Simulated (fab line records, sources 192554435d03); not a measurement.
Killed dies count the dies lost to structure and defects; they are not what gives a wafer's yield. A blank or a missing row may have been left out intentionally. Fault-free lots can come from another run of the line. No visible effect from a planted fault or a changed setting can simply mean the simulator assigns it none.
Matching of chambers | flow n5Finfet | 4 sister chambers for N5_SD_EPI_P_ETCH_16 on rieDiel-02
The step etches SiO2 in CHF3/O2, target depth 5 nm. 4 wafers are shown with their chamber, then 7 later ones without.

## WAFERS WITH THEIR CHAMBER
wafer  | chamber | rfVppV (V)
L090.1 | 3       | 547
L090.5 | 1       | 500
L094.1 | 0       | 548
L094.4 | 2       | 521

## WAFERS WHOSE CHAMBER IS MISSING
wafer  | rfVppV (V)
L094.6 | 498
L095.1 | 551
L095.3 | 521
L095.4 | 498
L097.2 | 547
L097.5 | 549
L097.6 | 546

## CHAMBER TAKEN BY EACH
wafer  | from the rows above     | in truth
L094.6 | 1                       | 1
L095.1 | can't be placed: 0 or 3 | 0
L095.3 | 2                       | 2
L095.4 | 1                       | 1
L097.2 | can't be placed: 3 or 0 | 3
L097.5 | can't be placed: 0 or 3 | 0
L097.6 | can't be placed: 3 or 0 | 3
3 of 7 placed correctly. Unplaceable from these rows: 4, with the true chamber sitting among the candidates in 4. Wrongly placed: 0.
How it was worked out, from the rows above alone: a wafer's distance from a chamber is the root of the sum, over the readings, of the square of ((its reading less the chamber's mean) divided by the reading's scatter). If the next closest chamber is less than 2 further off than the closest, the wafer can't be placed; otherwise it belongs to the closest. For every chamber, the mean is computed from those of its wafers that are shown. The scatter: root of mean squared gap, hidden wafer to nearest shown wafer, with one shown wafer a chamber.
